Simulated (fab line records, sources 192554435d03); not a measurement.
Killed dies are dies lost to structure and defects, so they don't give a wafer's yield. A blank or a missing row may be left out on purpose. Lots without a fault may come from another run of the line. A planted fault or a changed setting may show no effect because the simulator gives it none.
Chamber matching | flow n5_finfet | N5_BEOL_M11_ETCH_66 on rie_diel-03: 4 sister chambers
The step etches SOC in N2/H2, target depth 120 nm, overetch 24 nm, time 180 s. 4 wafers are shown with their chamber, then 10 later ones without.

WAFERS WITH THEIR CHAMBER
wafer  | chamber | showerhead_plenum_p_Torr (Torr)
L089.4 | 3       | 2.68
L089.6 | 0       | 2.52
L091.4 | 1       | 2.40
L091.5 | 2       | 2.53

WAFERS WITHOUT THEIR CHAMBER
wafer  | showerhead_plenum_p_Torr (Torr)
L091.6 | 2.68
L088.1 | 2.53
L088.5 | 2.68
L088.6 | 2.53
L093.1 | 2.68
L093.3 | 2.53
L093.4 | 2.40
L095.2 | 2.40
L095.4 | 2.67
L095.5 | 2.52

WHICH CHAMBER EACH WENT THROUGH
wafer  | from the rows above | in truth
L091.6 | 3                   | 3
L088.1 | 2                   | 2
L088.5 | 3                   | 3
L088.6 | 2                   | 2
L093.1 | 3                   | 3
L093.3 | 2                   | 2
L093.4 | 1                   | 1
L095.2 | 1                   | 1
L095.4 | 3                   | 3
L095.5 | 0                   | 0
Placed correctly: 10 of 10. Can't be placed from these rows: 0. Placed wrongly: 0.
How it was worked out, from the rows above alone: a wafer's distance from a chamber is the root of the sum, over the readings, of the square of ((its reading less the chamber's mean) divided by the reading's scatter). The wafer belongs to the nearest chamber; if the next one is less than 2 further off, it can't be placed. A chamber's mean is the mean of its shown wafers. The scatter: with one shown wafer a chamber, the root of the mean of the squares of how far each hidden wafer lies from its nearest shown one.
